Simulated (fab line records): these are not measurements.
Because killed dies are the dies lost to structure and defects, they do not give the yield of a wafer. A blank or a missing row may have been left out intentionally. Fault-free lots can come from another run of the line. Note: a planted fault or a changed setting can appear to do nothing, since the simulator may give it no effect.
Struck lot and sound lot, side by side    flow n5_finfet    36 out of 1938 route steps
Sound: the wafers L406.2, L406.3, L406.6. Struck: wafers L396.1, L396.3, L396.4. Last of all comes the cause.
Order at every step that has rows: each side's tool, ch and its chambers, its first start. Under that, the readings that differ: sound wafers    struck wafers    difference of the means    sigmas: that difference in standard deviations of wafers without a fault.
alike: readings whose means differ by less than 2 such deviations, and words and numbers that are the same on both sides. not compared: withheld readings, readings that some wafer has no value for, bounds like >300 that may hide the same value, and numbers for which the record gives no deviation and whose values overlap.
A row with sigmas, a row that says differs or no value, or rows on one side alone: a step with any of these is where the two part. Non-overlapping numbers with no deviation appear without sigmas and do not part them. A reading that every wafer of one side lacks parts them only if that side has two wafers or more.

first, 9 steps without rows for these wafers: N5_BEOL_M8_SURFACE_TREAT_79; N5_BEOL_M8_CVD_78 (deposits Co from CCTBA/H2, target thk 2 nm, time 142.3 s); N5_BEOL_M8_SPUTTER_48 (material Cu, target thk 10 nm, time 1.667 s); N5_BEOL_M8_ECD_50 (material Cu, target thk 300 nm); N5_BEOL_M8_ANNEAL_51 (time 90 s); N5_BEOL_M8_CMP_52 (polishes, stops on SiCOH lowk, t overpolish 6.9 s, target thk 80 nm); N5_BEOL_M8_PRE_CLEAN_55 (time 15 s); N5_BEOL_M8_DEP_56 (deposits SiCN from 3MS/NH3, target thk 10 nm, time 17.5 s); N5_BEOL_M9_ILD_DEP_00 (deposits SiCOH lowk from DEMS/porogen, target thk 308.51 nm, time 58 s).
N5_BEOL_M9_CURE_71: cures SiCOH lowk, time 240 s.
  sound on uv_cure-01 ch 0, day 15 06:47; struck on uv_cure-03 ch 2, day 12 20:33
  no value came back on the struck wafers for lamp_power_pct (%), run_length_s (s), wafer_temp_C_max; on the sound wafers lamp_power_pct (%) reads 52.36 52.33 52.35
reading                                             sound              struck           difference  sigmas
model.SiCOH_lowk_of_BEOL_M9_ILD_DEP_00.thk_nm (nm)  261.6 263.6 269.4  307.8 307 308.8  +43.0       
N5_BEOL_M9_THK_MEAS_01:
  struck on film_metro-01, day 12 21:04; sound on film_metro-02, day 15 07:13
reading          sound        struck       difference  sigmas
M9_ILD_THK (nm)  261 264 269  308 307 309  +43         +13
then, 24 steps without rows for these wafers: N5_BEOL_M9_PECVD_70 (deposits SiO2 from TEOS/O2, target thk 20 nm, time 22.7 s); N5_BEOL_M9_HM_DEP_02 (deposits TiN, target thk 20 nm); N5_BEOL_M9_COAT_59 (time 60 s, resist thk 100 nm); N5_BEOL_M9_COAT_60 (time 60 s, resist thk 30 nm); N5_BEOL_M9_COAT_05 (resist thk 90 nm); N5_BEOL_M9_EBR_07; N5_BEOL_M9_SOFTBAKE_06 (time 60 s); N5_BEOL_M9_EXPOSE_08 (exposes mask M9); N5_BEOL_M9_PEB_09 (peb time 60 s); N5_BEOL_M9_DEVELOP_10 (develop time 30 s); N5_BEOL_M9_DESCUM_16 (chemistry O2, time 7.9 s); N5_BEOL_M9_ETCH_61 (etches SiARC in CF4, target depth 39 nm, time 65 s); N5_BEOL_M9_ETCH_62 (etches SOC in N2/H2, target depth 110 nm, overetch 22 nm, time 165 s); N5_BEOL_M9_STRIP_68 (strips in N2/H2); N5_BEOL_M9_STRIP_67 (strips in CF4); N5_BEOL_M9_HM_OPEN_17 (chemistry Cl2/BCl3, target TiN, target depth 20 nm, overetch 6 nm); N5_BEOL_M9_STRIP_19 (strips in O2); N5_BEOL_M9_COAT_63 (time 60 s, resist thk 60 nm); N5_BEOL_M9_COAT_64 (time 60 s, resist thk 12 nm); N5_BEOL_M9_COAT_75 (time 60 s, resist thk 5 nm); N5_BEOL_M9_COAT_22 (resist thk 30 nm); N5_BEOL_M9_EBR_24; N5_BEOL_M9_SOFTBAKE_23 (time 60 s); N5_BEOL_M9_EXPOSE_25 (exposes mask V8).
N5_BEOL_M9_CMP_52: polishes, stops on SiCOH lowk, t overpolish 7 s, target thk 140 nm.
  sound on cmp-02 ch 0,2,3, day 15 15:10; struck on cmp-03 ch 0,2,3, day 13 01:29
reading                                             sound              struck           difference  sigmas
model.SiCOH_lowk_of_BEOL_M9_ILD_DEP_00.thk_nm (nm)  258.6 260.6 266.4  304.8 304 305.8  +43.0       
  alike: edge_zone_pressure_frac, head_pressure_psi, motor_current_A, platen_rpm

## WHERE THEY PART
At N5_BEOL_M9_CURE_71 first; at N5_BEOL_M9_THK_MEAS_01 last (within this record only). Later steps at which nothing parts them and some readings are alike: N5_BEOL_M9_CMP_52.

WHY: the cause the simulator had injected
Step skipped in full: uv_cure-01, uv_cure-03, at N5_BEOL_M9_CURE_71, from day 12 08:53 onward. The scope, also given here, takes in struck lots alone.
